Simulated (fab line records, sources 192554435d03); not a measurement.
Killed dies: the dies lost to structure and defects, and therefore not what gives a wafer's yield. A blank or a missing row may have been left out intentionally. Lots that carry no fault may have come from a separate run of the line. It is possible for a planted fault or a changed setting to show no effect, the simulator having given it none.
fab line records -- flow n5_finfet
record lots=10, wafers=28, last_day=18
route steps=1938 shown BEOL_M7@1280 PASSIVATION@1936
lots that met no fault: from a run of the same line without faults
start_h: hours from the record's opening day to when the first of the lot's shown wafers began -- wait_h: how many hours have passed since the lot's step before this one -- " the same as in the row above -- L1.1+2: several wafers, shown together as one row -- - no value, or no start was given -- * or withheld: withheld -- < > ~ a bound
route shown NAME@n: names a module that has steps shown in the file, with the first one's number in the route -- usual: the fault-free wafers' mean and standard deviation -- same: alike in all rows -- chamber/n: place in a boat -- sites: per-site readings -- _std_site: the values' standard deviation -- _edge_site: inner sites' mean taken away from outer sites' mean -- radius_mm: for every site, how far away it sits from the centre of the wafer -- mask NAME#n: copy n -- behind: the tool/chamber that last shaped the wafer -- hold: why the lot was held/for how many hours/how that ended -- device: transistor that didn't switch, given as n, p or np -- end of line: at the end of the route, the tests of the same wafers -- a step without rows: its recipe alone -- killed: count of dies lost to structure and defects at first sort (not the wafer's yield) -- map: shows each die of a wafer: x if killed, . if not, _ if none is there
set.NAME: the run value of the setting; set.NAME@STEP: its run value at that earlier step -- model.NAME: the simulator's own value behind a step, which no gauge read
one table for each step of the route and one row for each wafer, over a sample of lots
services: a tool's chamber out of use, with start hour (start_h, from the record's first day; less than 0 if before it), hours out, and reason
## steps
# step N5_BEOL_M7_ETCH_61
# recipe chemistry=CF4, target=SiARC, target_depth_a=455, mask_material=CAR-ArF, time_s=75.8, ion_energy_ev=80, pressure_mtorr=40, source_w=545, bias_w=36, Ar_flow_sccm=100, cf4_flow_sccm=100, ends=cleared
# usual cf4_flow_sccm=99.99/0.3, drypump_motor_current_A=5.8/0.69, etch_rf_on_time_s=77.4/2, oes_product_au=0.64/0.048, rf_vpp_V=183.8/1.1, showerhead_plenum_p_Torr=2.12/0.053, throttle_valve_pct=15.55/0.19
lot.wafer,tool,chamber,start_h,wait_h,cf4_flow_sccm,drypump_motor_current_A,etch_rf_on_time_s,oes_product_au,rf_hours_counter_h,rf_vpp_V,showerhead_plenum_p_Torr,throttle_valve_pct
L621.3,rie_diel-01,1,197.21,0.0,99.79,4.9,78.6,0.59,202,183.4,2.04,15.70
L621.4,rie_diel-01,3,197.21,0.0,99.73,6.4,77.0,0.73,-,182.9,2.11,15.54
L621.5,rie_diel-01,2,197.21,0.0,100.28,5.2,78.7,0.61,-,185.0,2.14,15.40
L624.2,rie_diel-04,1,219.99,0.0,99.86,4.7,75.0,0.63,170,185.6,2.21,15.48
L624.4,rie_diel-04,3,219.99,0.0,99.64,6.7,76.2,0.71,73,184.0,2.09,15.55
L624.6,rie_diel-04,0,219.99,0.0,100.25,5.4,77.8,0.60,-,185.6,2.19,15.53
L625.1,rie_diel-01,3,224.57,0.0,100.19,6.4,76.8,0.73,52,184.8,2.10,15.54
L625.2,rie_diel-01,1,224.57,0.0,100.23,4.9,79.1,0.59,209,182.7,2.04,15.71
L625.4,rie_diel-01,2,224.57,0.0,99.98,5.2,79.3,0.60,176,184.0,2.14,15.42
L632.1,rie_diel-01,3,287.81,0.0,99.88,6.4,77.1,0.70,67,184.5,2.10,15.58
L632.5,rie_diel-01,1,287.81,0.0,100.17,4.9,79.4,0.58,-,183.7,2.03,15.72
L635.4,rie_diel-03,3,308.41,0.0,100.09,6.4,75.4,0.59,236,184.1,2.10,15.73
L635.5,rie_diel-03,0,308.41,0.0,99.48,6.4,80.5,0.64,-,184.4,2.14,15.43
L634.2,rie_diel-01,2,313.37,0.0,99.38,5.2,79.6,0.58,200,182.1,2.13,15.46
L634.5,rie_diel-01,1,313.37,0.0,99.72,4.9,80.2,0.57,-,181.5,2.03,15.75
L634.6,rie_diel-01,0,313.37,0.0,100.04,5.6,74.9,0.66,-,184.0,2.16,15.80
L636.1,rie_diel-03,0,326.66,0.0,99.87,6.4,81.4,0.63,130,184.2,2.13,15.45
L636.3,rie_diel-03,2,326.66,0.0,100.29,6.6,77.1,0.62,215,183.5,2.03,15.81
L636.5,rie_diel-03,1,326.66,0.0,99.85,5.3,76.7,0.68,-,183.2,2.16,15.21
L642.2,rie_diel-01,1,338.35,0.0,100.30,4.9,79.6,0.57,240,182.5,2.03,15.75
L642.4,rie_diel-01,0,338.35,0.0,100.37,5.6,74.1,0.66,163,182.0,2.16,15.84
L642.6,rie_diel-01,1,338.35,0.0,100.59,4.9,79.8,0.56,-,182.2,2.03,15.76
L641.1,rie_diel-04,2,343.96,0.0,99.98,6.5,79.8,0.68,67,183.8,2.07,15.30
L641.3,rie_diel-04,3,343.96,0.0,100.23,6.7,78.0,0.66,107,183.0,2.08,15.59
L641.4,rie_diel-04,0,343.96,0.0,100.46,5.3,78.4,0.58,231,185.7,2.18,15.59
L643.1,rie_diel-01,0,352.03,0.0,99.38,5.6,74.0,0.65,167,184.3,2.15,15.84
L643.5,rie_diel-01,2,352.03,0.0,99.65,5.2,79.6,0.58,-,185.0,2.13,15.48
L643.6,rie_diel-01,3,352.03,0.0,99.98,6.5,77.4,0.69,-,183.8,2.09,15.61
# step N5_BEOL_M7_DESCUM_33
# recipe chemistry=O2, time_s=7, source_power_w=50, bias_power_w=20, pressure_mtorr=20, rf_frequency_hz=2.712e+07, temp_c=40, resist=CAR-EUV, o2_flow_sccm=225
# usual drypump_motor_current_A=5.8/0.7, oes_product_au=0.75/0.058, rf_vpp_V=242.9/1.2, showerhead_plenum_p_Torr=2.07/0.057, throttle_valve_pct=20.32/0.19
lot.wafer,tool,chamber,start_h,wait_h,drypump_motor_current_A,oes_product_au,rf_hours_counter_h,rf_vpp_V,showerhead_plenum_p_Torr,throttle_valve_pct
L621.3,rie_diel-01,2,204.12,0.1,5.2,0.72,-,243.3,2.07,20.03
L621.4,rie_diel-01,2,204.12,0.1,5.2,0.72,-,243.2,2.07,20.02
L621.5,rie_diel-01,2,204.12,0.1,5.2,0.72,-,242.4,2.07,20.02
L624.2,rie_diel-03,0,223.65,0.3,6.4,0.80,101,243.7,2.10,20.22
L624.4,rie_diel-03,3,223.65,0.3,6.4,0.71,215,242.7,2.04,20.30
L624.6,rie_diel-03,2,223.65,0.3,6.6,0.75,-,242.1,2.01,20.59
L625.1,rie_diel-03,0,232.35,0.0,6.4,0.80,103,242.8,2.10,20.23
L625.2,rie_diel-03,1,232.35,0.0,5.3,0.83,58,241.8,2.12,19.94
L625.4,rie_diel-03,3,232.35,0.0,6.4,0.72,217,242.8,2.04,20.29
L632.1,rie_diel-03,2,290.47,0.2,6.6,0.74,204,241.0,2.00,20.60
L632.5,rie_diel-03,0,290.47,0.2,6.4,0.78,-,243.2,2.10,20.25
L635.4,rie_diel-03,3,312.60,0.2,6.4,0.70,236,242.6,2.03,20.30
L635.5,rie_diel-03,2,312.60,0.2,6.6,0.73,-,241.1,2.00,20.63
L634.2,rie_diel-03,0,316.17,0.3,6.4,0.78,127,242.4,2.09,20.25
L634.5,rie_diel-03,3,316.17,0.3,6.4,0.70,-,242.3,2.03,20.32
L634.6,rie_diel-03,0,316.17,0.3,6.4,0.77,-,243.5,2.09,20.25
L636.1,rie_diel-04,1,329.64,0.0,4.7,0.71,200,244.9,2.17,20.35
L636.3,rie_diel-04,2,329.64,0.0,6.5,0.83,60,242.4,2.05,20.30
L636.5,rie_diel-04,0,329.64,0.0,5.3,0.70,-,245.0,2.16,20.42
L642.2,rie_diel-01,1,339.32,0.0,4.9,0.68,241,242.7,1.97,20.46
L642.4,rie_diel-01,2,339.32,0.0,5.2,0.69,207,243.9,2.06,20.09
L642.6,rie_diel-01,3,339.32,0.0,6.4,0.81,-,243.3,2.03,20.39
L641.1,rie_diel-01,2,346.33,0.1,5.2,0.68,210,242.4,2.06,20.08
L641.3,rie_diel-01,0,346.33,0.1,5.6,0.77,165,244.7,2.10,20.57
L641.4,rie_diel-01,1,346.33,0.1,4.9,0.66,243,240.9,1.97,20.46
L643.1,rie_diel-04,1,353.21,0.1,4.7,0.71,205,245.1,2.16,20.38
L643.5,rie_diel-04,2,353.21,0.1,6.4,0.82,-,242.7,2.05,20.31
L643.6,rie_diel-04,3,353.21,0.1,6.8,0.78,-,241.9,2.03,20.41
# step N5_BEOL_M7_VIA_ETCH_34
# recipe chemistry=C4F6/O2, target=SiCOH_lowk, target_depth_a=1255, mask_material=SOC, taper_deg=4, time_s=50.5, ion_energy_ev=250, pressure_mtorr=30, source_w=345, bias_w=185, Ar_flow_sccm=300, C4F6_flow_sccm=10, O2_flow_sccm=10
# usual C4F6_flow_sccm=9.995/0.029, drypump_motor_current_A=5.8/0.71, oes_product_au=0.75/0.057, rf_vpp_V=665/16, run_length_s=73.9/0.39, showerhead_plenum_p_Torr=2.81/0.071, throttle_valve_pct=20.77/0.18
lot.wafer,tool,chamber,start_h,wait_h,C4F6_flow_sccm,drypump_motor_current_A,oes_product_au,rf_hours_counter_h,rf_vpp_V,run_length_s,showerhead_plenum_p_Torr,throttle_valve_pct
L621.3,rie_diel-01,2,204.67,0.1,9.973,5.2,0.71,-,674,73.5,2.85,20.65
L621.4,rie_diel-01,2,204.67,0.1,9.953,5.2,0.71,-,676,73.9,2.85,20.64
L621.5,rie_diel-01,2,204.67,0.1,9.972,5.2,0.71,-,673,73.8,2.85,20.64
L624.2,rie_diel-03,0,223.83,0.0,10.003,6.4,0.79,101,662,74.7,2.84,20.58
L624.4,rie_diel-03,3,223.83,0.0,9.976,6.5,0.72,215,643,73.9,2.79,20.80
L624.6,rie_diel-03,2,223.83,0.0,10.034,6.6,0.75,-,635,74.0,2.72,20.95
L625.1,rie_diel-03,0,232.53,0.0,9.962,6.4,0.78,103,663,74.5,2.84,20.57
L625.2,rie_diel-03,1,232.53,0.0,9.995,5.4,0.83,58,655,74.6,2.89,20.42
L625.4,rie_diel-03,3,232.53,0.0,10.017,6.5,0.72,217,645,74.0,2.79,20.80
L632.1,rie_diel-03,2,290.65,0.0,9.982,6.7,0.72,204,636,70.3,2.71,20.98
L632.5,rie_diel-03,0,290.65,0.0,9.980,6.4,0.76,-,661,70.9,2.83,20.61
L635.4,rie_diel-03,3,312.78,0.0,10.020,6.4,0.70,237,644,74.3,2.78,20.80
L635.5,rie_diel-03,2,312.78,0.0,9.994,6.6,0.73,-,635,70.3,2.71,21.00
L634.2,rie_diel-03,0,316.35,0.0,9.994,6.4,0.76,127,661,74.4,2.83,20.58
L634.5,rie_diel-03,3,316.35,0.0,10.017,6.5,0.70,-,645,69.9,2.78,20.83
L634.6,rie_diel-03,0,316.35,0.0,10.008,6.4,0.75,-,662,74.5,2.83,20.61
L636.1,rie_diel-04,1,329.82,0.0,9.962,4.7,0.71,200,673,73.8,2.93,20.77
L636.3,rie_diel-04,2,329.82,0.0,10.020,6.5,0.81,60,681,73.4,2.77,20.60
L636.5,rie_diel-04,0,329.82,0.0,10.001,5.4,0.69,-,684,73.7,2.91,20.76
L642.2,rie_diel-01,1,339.50,0.0,9.990,4.9,0.67,241,672,73.8,2.70,20.99
L642.4,rie_diel-01,2,339.50,0.0,9.993,5.2,0.68,207,674,73.8,2.83,20.71
L642.6,rie_diel-01,3,339.50,0.0,10.014,6.4,0.81,-,649,73.6,2.78,20.91
L641.1,rie_diel-01,2,346.51,0.0,10.021,5.2,0.68,210,674,74.2,2.83,20.72
L641.3,rie_diel-01,0,346.51,0.0,9.981,5.6,0.77,165,665,74.2,2.86,21.09
L641.4,rie_diel-01,1,346.51,0.0,10.022,4.9,0.67,243,673,73.4,2.70,20.97
L643.1,rie_diel-04,1,353.39,0.0,9.987,4.7,0.71,205,675,73.2,2.93,20.77
L643.5,rie_diel-04,2,353.39,0.0,10.024,6.5,0.81,-,682,73.6,2.77,20.61
L643.6,rie_diel-04,3,353.39,0.0,9.993,6.7,0.79,-,686,73.8,2.75,20.82
# step N5_BEOL_M7_STRIP_36
# recipe chemistry=N2/H2, power_w=450, temp_c=40, pressure_mtorr=20, rf_frequency_hz=6e+07, overash_fraction=0.3, bias_power_w=7, h2_frac=0.5, n2_flow_sccm=200, h2_flow_sccm=200
# usual drypump_motor_current_A=5.8/0.71, oes_product_au=0.75/0.058, power_w=450.0/1.4, rf_vpp_V=59.0/1.5, showerhead_plenum_p_Torr=2.51/0.075, throttle_valve_pct=23.52/0.26
lot.wafer,tool,chamber,start_h,wait_h,drypump_motor_current_A,oes_product_au,power_w,rf_hours_counter_h,rf_vpp_V,showerhead_plenum_p_Torr,throttle_valve_pct
L621.3,rie_diel-01,2,204.83,0.1,5.2,0.71,449.3,-,60.3,2.53,23.40
L621.4,rie_diel-01,2,204.83,0.1,5.2,0.72,448.4,-,58.5,2.53,23.38
L621.5,rie_diel-01,2,204.83,0.1,5.2,0.72,449.3,-,59.5,2.53,23.40
L624.2,rie_diel-03,0,223.88,0.0,6.4,0.81,450.3,101,59.3,2.56,23.59
L624.4,rie_diel-03,3,223.88,0.0,6.5,0.70,449.7,215,59.9,2.52,23.87
L624.6,rie_diel-03,2,223.88,0.0,6.6,0.75,451.2,-,58.5,2.41,23.70
L625.1,rie_diel-03,0,232.58,0.0,6.4,0.79,450.4,103,59.6,2.56,23.55
L625.2,rie_diel-03,1,232.58,0.0,5.3,0.82,450.4,58,57.6,2.57,22.92
L625.4,rie_diel-03,3,232.58,0.0,6.4,0.72,450.8,217,60.6,2.52,23.84
L632.1,rie_diel-03,2,290.70,0.0,6.6,0.73,450.5,204,57.9,2.40,23.71
L632.5,rie_diel-03,0,290.70,0.0,6.4,0.78,449.9,-,57.3,2.55,23.58
L635.4,rie_diel-03,3,312.84,0.0,6.5,0.70,450.4,237,57.2,2.51,23.88
L635.5,rie_diel-03,2,312.84,0.0,6.6,0.73,448.8,-,57.4,2.40,23.76
L634.2,rie_diel-03,0,316.40,0.0,6.4,0.77,448.4,127,56.3,2.55,23.58
L634.5,rie_diel-03,3,316.40,0.0,6.5,0.70,452.1,-,61.7,2.51,23.85
L634.6,rie_diel-03,0,316.40,0.0,6.4,0.78,449.6,-,60.4,2.55,23.58
L636.1,rie_diel-04,1,329.87,0.0,4.7,0.72,451.4,200,57.5,2.64,23.72
L636.3,rie_diel-04,2,329.87,0.0,6.5,0.82,449.8,60,60.5,2.46,23.05
L636.5,rie_diel-04,0,329.87,0.0,5.4,0.70,450.8,-,59.9,2.62,23.50
L642.2,rie_diel-01,1,339.55,0.0,4.9,0.67,449.9,241,59.1,2.38,23.76
L642.4,rie_diel-01,2,339.55,0.0,5.2,0.67,450.7,207,59.6,2.51,23.47
L642.6,rie_diel-01,3,339.55,0.0,6.4,0.81,449.2,-,58.4,2.47,23.64
L641.1,rie_diel-01,2,346.56,0.0,5.2,0.67,449.8,210,58.9,2.51,23.45
L641.3,rie_diel-01,0,346.56,0.0,5.6,0.76,448.1,165,57.0,2.53,23.48
L641.4,rie_diel-01,1,346.56,0.0,4.9,0.67,450.3,243,59.3,2.38,23.72
L643.1,rie_diel-04,1,353.44,0.0,4.7,0.71,451.7,205,59.6,2.64,23.75
L643.5,rie_diel-04,2,353.44,0.0,6.5,0.82,449.3,-,60.6,2.45,23.06
L643.6,rie_diel-04,3,353.44,0.0,6.8,0.78,448.1,-,61.4,2.45,23.69
# step N5_PASSIVATION_PROBE_49
# usual defect_limited_yield=91.4/1.5, killed_at_M0_to_M3=33/11, killed_at_M4_up=14/5.3, killed_at_contacts=13/6.2, killed_at_front_end=39/13, killed_at_other=3.1/2.8, killed_dies=102/17, killed_open=68/13, killed_short=32/7.8, sort_bin_5_function=5.1/0.95, sort_bin_6_memory=3.2/0.7, sort_n_pass=1078/18, sort_yield_pct=91.3/1.5
# same gross_dies=1180, killed_at_back_side=0, sort_bin_4_leakage[%]=0, sort_bin_8_speed[%]=0
lot.wafer,tool,chamber,start_h,wait_h,defect_limited_yield[%],killed_at_M0_to_M3,killed_at_M4_up,killed_at_contacts,killed_at_front_end,killed_at_other,killed_dies,killed_open,killed_short,sort_bin_5_function[%],sort_bin_6_memory[%],sort_n_pass,sort_yield_pct[%]
L635.4,prober-02,-,388.78,0.2,89.8,29,8,20,53,10,120,75,42,5.4,4.4,1060,89.8
L635.5,prober-02,-,388.83,0.2,92.1,25,11,18,36,3,93,53,40,4.7,3.0,1087,92.1
# killed by level:class
L635.4 MOL_CONTACT_COAG:geometric_particle:open=18 STI_FIN_REVEAL:geometric_particle:open=14 FIN_SAQP:geometric_particle:short=11 BEOL_M2:geometric_particle:open=9 FIN_SAQP:geometric_particle:open=7 BEOL_M0_SAQP:geometric_particle:short=6 GATE_CUT:geometric_particle:short=5 STARTING-WAFER:geometric_particle:short=5
L635.5 MOL_CONTACT_COAG:geometric_particle:open=15 BEOL_M2:geometric_particle:open=10 FIN_SAQP:geometric_particle:short=9 FIN_SAQP:geometric_particle:open=7 GATE_CUT:geometric_particle:short=7 BEOL_M4:geometric_particle:short=5 BEOL_M0_SAQP:geometric_particle:short=4 MOL_CONTACT_COAG:geometric_particle:short=3
## services
tool,chamber,start_h,hours,kind
rie_diel-01,0,192.03,15.2,repair
rie_diel-01,3,199.51,13.7,repair
rie_diel-01,1,203.97,4.9,repair
rie_diel-01,3,233.71,4.6,repair
rie_diel-03,-,247.81,0.9,repair
rie_diel-03,1,292.57,11.4,repair
rie_diel-04,-,307.34,1.1,repair
rie_diel-03,3,329.30,4.3,repair
rie_diel-04,3,332.64,7.5,repair
rie_diel-04,0,334.08,6.7,repair
rie_diel-03,3,348.00,1.3,repair
## key
first_sign step=N5_BEOL_M7_VIA_ETCH_34, reading=run_length_s, direction=down, sigmas=9, usual=*, struck=*
effect none on later readings
met_at N5_BEOL_M7_VIA_ETCH_34
struck_lots L632,L634,L635
struck_wafers L632.1,L632.5,L634.5,L635.5
not_acting_at N5_BEOL_M7_ETCH_61,N5_BEOL_M7_DESCUM_33,N5_BEOL_M7_STRIP_36
onset_between 232.53 290.65
fault kind=process_parameter_drift, tool=rie_diel-03, chamber=-, onset_h=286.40, steps=N5_BEOL_M7_VIA_ETCH_34, channel=time_s, offset=*, shape=step, end_h=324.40, scope=struck_wafers_only, acts_in=*, stated=*
